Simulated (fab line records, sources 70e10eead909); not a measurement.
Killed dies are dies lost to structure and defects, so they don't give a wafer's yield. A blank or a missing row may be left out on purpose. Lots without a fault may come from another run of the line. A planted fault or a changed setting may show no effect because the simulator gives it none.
Chamber matching | flow nand_harc | NHARC_A_M0_DESCUM_14 on rie_diel-04: 4 sister chambers
The step chemistry O2, time 3 s. 8 wafers are shown with their chamber, then 7 later ones without.

WAFERS WITH THEIR CHAMBER
wafer  | chamber | showerhead_plenum_p_Torr (Torr) | oes_product_au (a.u.)
L080.6 | 0       | 1.97                            | 0.992
L081.3 | 2       | 1.97                            | 0.993
L088.4 | 3       | 2.05                            | 0.982
L090.1 | 1       | 2.05                            | 0.990
L090.2 | 3       | 2.05                            | 0.969
L090.3 | 0       | 1.96                            | 0.989
L092.1 | 2       | 1.96                            | 0.991
L092.2 | 1       | 2.05                            | 1.002

WAFERS WITHOUT THEIR CHAMBER
wafer  | showerhead_plenum_p_Torr (Torr) | oes_product_au (a.u.)
L092.5 | 2.05                            | 0.999
L094.1 | 1.96                            | 0.997
L094.3 | 2.05                            | 0.988
L094.4 | 2.05                            | 1.009
L093.2 | 1.96                            | 1.008
L093.4 | 2.05                            | 1.009
L093.6 | 1.96                            | 1.003

WHICH CHAMBER EACH WENT THROUGH
wafer  | from the rows above     | in truth
L092.5 | 1                       | 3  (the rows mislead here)
L094.1 | can't be placed: 2 or 0 | 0
L094.3 | can't be placed: 1 or 3 | 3
L094.4 | 1                       | 1
L093.2 | can't be placed: 2 or 0 | 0
L093.4 | 1                       | 1
L093.6 | can't be placed: 2 or 0 | 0
Placed correctly: 2 of 7. Can't be placed from these rows: 4 (the true chamber is among the candidates in 4). Placed wrongly: 1.
How it was worked out, from the rows above alone: a wafer's distance from a chamber is the root of the sum, over the readings, of the square of ((its reading less the chamber's mean) divided by the reading's scatter). The wafer belongs to the nearest chamber; if the next one is less than 2 further off, it can't be placed. A chamber's mean is the mean of its shown wafers. The scatter: the root of (the sum of the squares of (reading less its chamber's mean) over the shown wafers, divided by (wafers less chambers)).
